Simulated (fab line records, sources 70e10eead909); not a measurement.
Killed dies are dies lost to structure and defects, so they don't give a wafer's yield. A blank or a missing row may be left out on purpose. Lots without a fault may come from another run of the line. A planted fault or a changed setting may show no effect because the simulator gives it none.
A struck lot beside a sound one | flow nand_harc | 14 steps out of a route of 1159
Sound: wafers L140.2, L140.3, L140.6. Struck: wafers L156.1, L156.5, L156.6. The cause comes at the end.
At each step with rows: each side's tool, then ch and its chambers, then its first start. Under that, the readings that differ: sound wafers | struck wafers | difference of the means | sigmas: that difference in standard deviations of wafers without a fault.
alike: readings whose means differ by less than 2 such deviations, and words and numbers that are the same on both sides. not compared: withheld readings, readings that some wafer has no value for, bounds like >300 that may hide the same value, and numbers for which the record gives no deviation and whose values overlap.
The two part at a step that has a row with sigmas, a row that says differs or no value, or rows on one side only. Numbers that don't overlap but have no deviation are shown without sigmas and don't part them. A reading that every wafer of one side lacks parts them only if that side has two wafers or more.

first, 2 steps without rows for these wafers: NHARC_A_SOURCE_PLATE_CVD_03 (deposits poly-Si, target thk 200 nm, time 4000 s); NHARC_A_SOURCE_PLATE_ANNEAL_05 (time 1800 s).
NHARC_A_SOURCE_PLATE_THK_MEAS_06: measures by ellipsometry.
  sound on film_metro-02, day 8 02:17; struck on film_metro-01, day 11 14:01
  alike: thk_nm
NHARC_A_SOURCE_PLATE_INSPECT_08:
  sound on defect_inspect-02, day 8 02:21; struck on defect_inspect-01, day 11 14:04
  alike: raw_defect_count
then, 1 step without rows for these wafers: NHARC_A_ONON_D1_DEP_00 (target thk 1000 nm).
NHARC_A_ONON_D1_THK_MEAS_02: measures by ellipsometry.
  sound on film_metro-02, day 8 03:14; struck on film_metro-01, day 11 14:39
  alike: thk_nm
then, 1 step without rows for these wafers: NHARC_A_ONON_D1_DEP_03 (target thk 1000 nm).
NHARC_A_ONON_D1_THK_MEAS_05: measures by ellipsometry.
  sound on film_metro-02, day 8 03:49; struck on film_metro-02, day 11 15:13
  alike: thk_nm
then, 1 step without rows for these wafers: NHARC_A_ONON_D1_DEP_06 (target thk 1000 nm).
NHARC_A_ONON_D1_THK_MEAS_08: measures by ellipsometry.
  sound on film_metro-02, day 8 04:22; struck on film_metro-02, day 11 15:47
  alike: thk_nm
NHARC_A_ONON_D1_DEP_09: target thk 1000 nm.
  sound on pecvd_onon-02 ch 0, day 8 04:32; struck on pecvd_onon-02 ch 0, day 11 15:50
NHARC_A_ONON_D1_THK_MEAS_11: measures by ellipsometry.
  sound on film_metro-02, day 8 04:59; struck on film_metro-02, day 11 16:21
  reading     | sound          | struck         | difference | sigmas
  thk_nm (nm) | 1011 1007 1008 | 1497 1499 1498 | +489       | +35
then, 1 step without rows for these wafers: NHARC_A_ONON_D1_DEP_12 (target thk 1000 nm).
-- the record jumps here: 12 days lie between the struck wafers' starts before and after (it left off in module A_ONON_D1 and takes up again in module END, whose first step shown is number 1159 of the route) --
NHARC_END_SORT_01:
  the record has rows for the struck wafers here (prober-01 ch 0, day 24 02:15) and none for the sound ones

WHERE THEY PART
First at NHARC_A_ONON_D1_THK_MEAS_11; last, within this record, at NHARC_END_SORT_01.

WHY: what the simulator had put in
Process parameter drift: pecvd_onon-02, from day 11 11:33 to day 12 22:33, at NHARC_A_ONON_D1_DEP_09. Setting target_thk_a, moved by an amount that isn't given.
